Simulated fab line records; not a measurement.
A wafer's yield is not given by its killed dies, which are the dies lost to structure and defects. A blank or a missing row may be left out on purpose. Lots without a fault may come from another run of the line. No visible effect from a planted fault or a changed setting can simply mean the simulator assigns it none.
Matching of chambers / flow n5-finfet / N5_BEOL_M8_STRIP_36 on rie-diel-04: 4 sister chambers
The step strips in N2/H2. 4 wafers are shown with their chamber, then 8 later ones without.

== WAFERS WITH THEIR CHAMBER ==
wafer=L077.2; chamber=1; drypump-motor-current-A (A)=5.94
wafer=L076.4; chamber=3; drypump-motor-current-A (A)=5.24
wafer=L076.5; chamber=2; drypump-motor-current-A (A)=5.40
wafer=L086.2; chamber=0; drypump-motor-current-A (A)=5.53

== WAFERS WITHOUT THEIR CHAMBER ==
wafer=L086.3; drypump-motor-current-A (A)=5.24
wafer=L086.4; drypump-motor-current-A (A)=5.91
wafer=L093.1; drypump-motor-current-A (A)=5.92
wafer=L093.2; drypump-motor-current-A (A)=5.41
wafer=L093.4; drypump-motor-current-A (A)=5.22
wafer=L096.2; drypump-motor-current-A (A)=5.91
wafer=L096.3; drypump-motor-current-A (A)=5.58
wafer=L096.5; drypump-motor-current-A (A)=5.22

== WHICH CHAMBER EACH ONE RAN IN ==
wafer=L086.3; from the rows above=3; in truth=3
wafer=L086.4; from the rows above=1; in truth=1
wafer=L093.1; from the rows above=1; in truth=1
wafer=L093.2; from the rows above=2; in truth=2
wafer=L093.4; from the rows above=3; in truth=3
wafer=L096.2; from the rows above=1; in truth=1
wafer=L096.3; from the rows above=0; in truth=0
wafer=L096.5; from the rows above=3; in truth=3
Placed correctly: 8 of 8. Number that these rows cannot place: 0. Number placed wrongly: 0.
How it was worked out, from the rows above alone: a wafer's distance from a chamber is the root of the sum, over the readings, of the square of ((its reading less the chamber's mean) divided by the reading's scatter). The wafer belongs to the nearest chamber; if the next one is less than 2 further off, it can't be placed. The mean given for a chamber averages the wafers shown for that chamber. The scatter: root of mean squared gap, hidden wafer to nearest shown wafer, with one shown wafer a chamber.
